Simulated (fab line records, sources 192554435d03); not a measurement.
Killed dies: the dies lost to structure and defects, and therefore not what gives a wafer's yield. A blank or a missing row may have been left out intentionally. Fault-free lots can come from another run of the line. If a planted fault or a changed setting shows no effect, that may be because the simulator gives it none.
What tool caused it? -- flow n5-finfet -- Sampling: 10 lots, 30 wafers, 6 of 1938 route steps

WHAT THE GAUGES READ, wafer by wafer
N5_BEOL_M4_RC_MEAS_101. Usual: DIBL_N 36.1 mV/V, standard deviation 1.3; DIBL_P 36.1 mV/V, standard deviation 1.7; IOFF_N 0.154 nA/um, standard deviation 0.022; IOFF_P 0.201 nA/um, standard deviation 0.024; ION_N 675 uA/um, standard deviation 8.9; ION_P 462 uA/um, standard deviation 5.9; SS_N 71.5 mV/dec, standard deviation 0.49; SS_P 73.3 mV/dec, standard deviation 0.58; VT_N 250.0 mV, standard deviation 2.7; VT_P -251.3 mV, standard deviation 2.7.
lot,measured,on,DIBL_N (mV/V),DIBL_P (mV/V),IOFF_N (nA/um),IOFF_P (nA/um),ION_N (uA/um),ION_P (uA/um),SS_N (mV/dec),SS_P (mV/dec),VT_N (mV),VT_P (mV),flag
L493,day 7 20:01,prober-01,35.6 35.7 35.3,34.7 34.9 34.9,0.148 0.151 0.147,0.194 0.200 0.196,674 688 678,468 470 463,71.6 72.3 72.2,73.1 73.5 72.6,249.6 249.3 247.7,-251.0 -249.6 -250.2,
L497,day 8 19:33,prober-01,36.1 35.2 34.5,37.1 35.6 35.4,0.179 0.158 0.144,0.224 0.199 0.200,685 682 669,463 461 465,71.1 71.2 71.1,73.4 73.2 73.5,247.2 248.8 252.7,-246.5 -250.6 -250.5,
L502,day 10 15:41,prober-02,35.2 35.0 36.8,34.1 35.0 36.7,0.136 0.151 0.176,0.174 0.192 0.218,662 672 679,452 460 462,71.4 71.7 71.6,72.9 73.4 74.1,253.5 252.1 247.8,-250.5 -250.9 -250.6,
L508,day 12 03:42,prober-02,36.6 36.5 36.6,36.4 36.1 36.7,0.151 0.146 0.154,0.210 0.202 0.210,669 671 680,463 459 464,71.4 71.2 71.6,73.1 73.2 72.8,252.1 249.7 247.6,-252.0 -251.8 -253.2,
L511,day 12 20:43,prober-02,36.0 36.6 34.9,36.7 36.9 35.4,0.141 0.141 0.122,0.183 0.189 0.162,668 667 659,455 456 453,70.9 71.6 70.7,73.6 73.5 72.5,250.3 252.9 253.9,-252.3 -256.0 -256.0,
L512,day 13 01:31,prober-01,35.4 34.2 36.5,35.5 33.2 36.5,0.150 0.120 0.167,0.197 0.163 0.208,676 666 680,465 456 468,71.8 71.3 72.3,72.6 72.9 73.0,249.4 252.3 248.5,-252.2 -252.5 -249.7,
L514,day 13 05:51,prober-01,36.3 36.2 37.9,37.0 36.7 38.0,0.169 0.165 0.194,0.199 0.196 0.216,683 672 690,464 453 465,71.6 71.1 71.3,73.0 73.2 73.8,247.2 248.2 245.6,-252.2 -250.7 -248.9,
L515,day 14 07:29,prober-02,38.7 37.4 36.1,39.5 38.0 36.4,0.196 0.174 0.147,0.268 0.247 0.211,696 681 670,478 470 464,72.4 72.2 71.9,73.9 73.6 73.0,244.5 245.3 251.1,-245.7 -248.8 -247.4,

TOOL THAT RAN EACH LOT (tool first, then ch and the chambers of the sampled wafers, then the start)
lot,N5_BEOL_M4_SPUTTER_79,N5_BEOL_M4_SPUTTER_81,N5_BEOL_M4_ECD_50,N5_BEOL_M4_CMP_52,N5_BEOL_M4_CO_CAP_55
L493,"pvd-sputter-02, day 7 16:58","pvd-sputter-02, day 7 17:11","ecd-cu-02 ch 0,1, day 7 18:38","cmp-02 ch 1,2,3, day 7 19:17","cvd-co-01 ch 0,2, day 7 19:37"
L497,"pvd-sputter-03, day 8 16:50","pvd-sputter-03, day 8 17:04","ecd-cu-01 ch 0,1, day 8 18:30","cmp-02 ch 1,2,3, day 8 18:58","cvd-co-01 ch 0, day 8 19:17"
L502,"pvd-sputter-03, day 10 12:31","pvd-sputter-03, day 10 12:44","ecd-cu-02 ch 1, day 10 14:11","cmp-02 ch 1,3, day 10 14:39","cvd-co-02 ch 0,2, day 10 15:28"
L506,"pvd-sputter-03, day 11 13:32","pvd-sputter-03, day 11 13:46","ecd-cu-01 ch 0,1, day 11 15:13","cmp-01 ch 0,2,3, day 11 15:47","cvd-co-01 ch 0,1,2, day 11 16:03"
L504,"pvd-sputter-01, day 11 16:55","pvd-sputter-01, day 11 17:08","ecd-cu-02 ch 0,1, day 11 18:35","cmp-01 ch 0,1,2, day 11 19:01","cvd-co-01 ch 0,2, day 11 19:19"
L508,"pvd-sputter-02, day 11 23:08","pvd-sputter-02, day 11 23:34","ecd-cu-01 ch 0,1, day 12 02:26","cmp-01 ch 1,2, day 12 02:47","cvd-co-01 ch 0,1,2, day 12 03:10"
L511,"pvd-sputter-01, day 12 18:05","pvd-sputter-01, day 12 18:18","ecd-cu-02 ch 0,1, day 12 19:44","cmp-01 ch 0,1, day 12 20:07","cvd-co-01 ch 1,2, day 12 20:29"
L512,"pvd-sputter-03, day 12 22:52","pvd-sputter-03, day 12 23:05","ecd-cu-01 ch 1, day 13 00:31","cmp-01 ch 2,3, day 13 00:54","cvd-co-02 ch 1,2, day 13 01:16"
L514,"pvd-sputter-03, day 13 03:13","pvd-sputter-03, day 13 03:26","ecd-cu-01 ch 0,1, day 13 04:52","cmp-01 ch 0,2,3, day 13 05:15","cvd-co-02 ch 0,1, day 13 05:37"
L515,"pvd-sputter-02, day 14 04:50","pvd-sputter-02, day 14 05:04","ecd-cu-01 ch 0,1, day 14 06:29","cmp-01 ch 0,1,3, day 14 06:57","cvd-co-01 ch 0,1, day 14 07:14"
- N5_BEOL_M4_SPUTTER_79: material Cu, target thk 4.5 nm, time 8.29 s.
- N5_BEOL_M4_SPUTTER_81: material Cu, target thk 4.5 nm, time 8.29 s.
- N5_BEOL_M4_ECD_50: material Cu, target thk 300 nm.
- N5_BEOL_M4_CMP_52: polishes, stops on SiOC, t overpolish 6.8 s, target thk 40 nm.
- N5_BEOL_M4_CO_CAP_55: material Co, precursor CCTBA/H2, target thk 2 nm, time 102.1 s.

WHAT THE TOOLS THEMSELVES READ (means of the sampled wafers that have a number; where no wafer has one, the mark that the record gives instead)
N5_BEOL_M4_SPUTTER_79. Usual: throttle-valve-pct reads 29.6 % (standard deviation 0.97).
lot,tool,throttle-valve-pct (%),flag
L493,pvd-sputter-02,29.2,
L497,pvd-sputter-03,30.4,
L502,pvd-sputter-03,30.3,
L506,pvd-sputter-03,30.3,
L504,pvd-sputter-01,29.5,
L508,pvd-sputter-02,28.8,
L511,pvd-sputter-01,29.4,
L512,pvd-sputter-03,30.4,
L514,pvd-sputter-03,29.6,
L515,pvd-sputter-02,29.2,

N5_BEOL_M4_SPUTTER_81. Usual: throttle-valve-pct reads 29.6 % (standard deviation 0.96).
lot,tool,throttle-valve-pct (%),flag
L493,pvd-sputter-02,29.2,
L497,pvd-sputter-03,30.3,
L502,pvd-sputter-03,30.4,
L506,pvd-sputter-03,30.4,
L504,pvd-sputter-01,29.6,
L508,pvd-sputter-02,28.8,
L511,pvd-sputter-01,29.5,
L512,pvd-sputter-03,30.5,
L514,pvd-sputter-03,29.7,
L515,pvd-sputter-02,29.3,

N5_BEOL_M4_CMP_52. Usual: motor-current-A 6.0 A, standard deviation 0.59; retaining-ring-pressure-frac 1.001, standard deviation 0.005; time-to-endpoint-s 62.2 s, standard deviation 2.6.
lot,tool,motor-current-A (A),retaining-ring-pressure-frac,time-to-endpoint-s (s),flag
L493,cmp-02,5.8,1.003,67.5,
L497,cmp-02,6.0,1.001,61.7,
L502,cmp-02,6.5,1.001,60.8,
L506,cmp-01,6.5,0.998,1.0,OFF
L504,cmp-01,6.3,1.004,0.4,OFF
L508,cmp-01,6.5,0.999,65.1,
L511,cmp-01,6.1,0.999,64.9,
L512,cmp-01,6.3,1.002,65.6,
L514,cmp-01,6.5,0.996,63.6,
L515,cmp-01,6.1,1.000,59.7,

N5_BEOL_M4_CO_CAP_55. Usual: heater-power-w reads 231 W (standard deviation 7.8).
lot,tool,heater-power-w (W),flag
L493,cvd-co-01,234,
L497,cvd-co-01,222,
L502,cvd-co-02,224,
L506,cvd-co-01,232,
L504,cvd-co-01,227,
L508,cvd-co-01,231,
L511,cvd-co-01,234,
L512,cvd-co-02,241,
L514,cvd-co-02,232,
L515,cvd-co-01,228,

THE ANSWER, worked out from the rows above alone
Rule: a lot is off if the mean of its wafers that have a number lies more than 3 standard deviations from the usual mean. A lot without any number at a reading at which 4 lots or more have one is off too. The other lots that the step has rows for count as sound. The gauges are gone through in route order, then the tools' own readings, and for those a lot's mean is taken as printed above. At the first step where some lot is off, the reading lying furthest off is the one used; lots without a number count as furthest.
Off at N5_BEOL_M4_CMP_52 (time-to-endpoint-s): L506, L504.
If a tool, at that step or one of the process steps before it, ran each lot that is off and ran no sound lot following the first of them, it fits. Not one of the candidates tried fits.

WHAT THE SIMULATOR HAD INSERTED
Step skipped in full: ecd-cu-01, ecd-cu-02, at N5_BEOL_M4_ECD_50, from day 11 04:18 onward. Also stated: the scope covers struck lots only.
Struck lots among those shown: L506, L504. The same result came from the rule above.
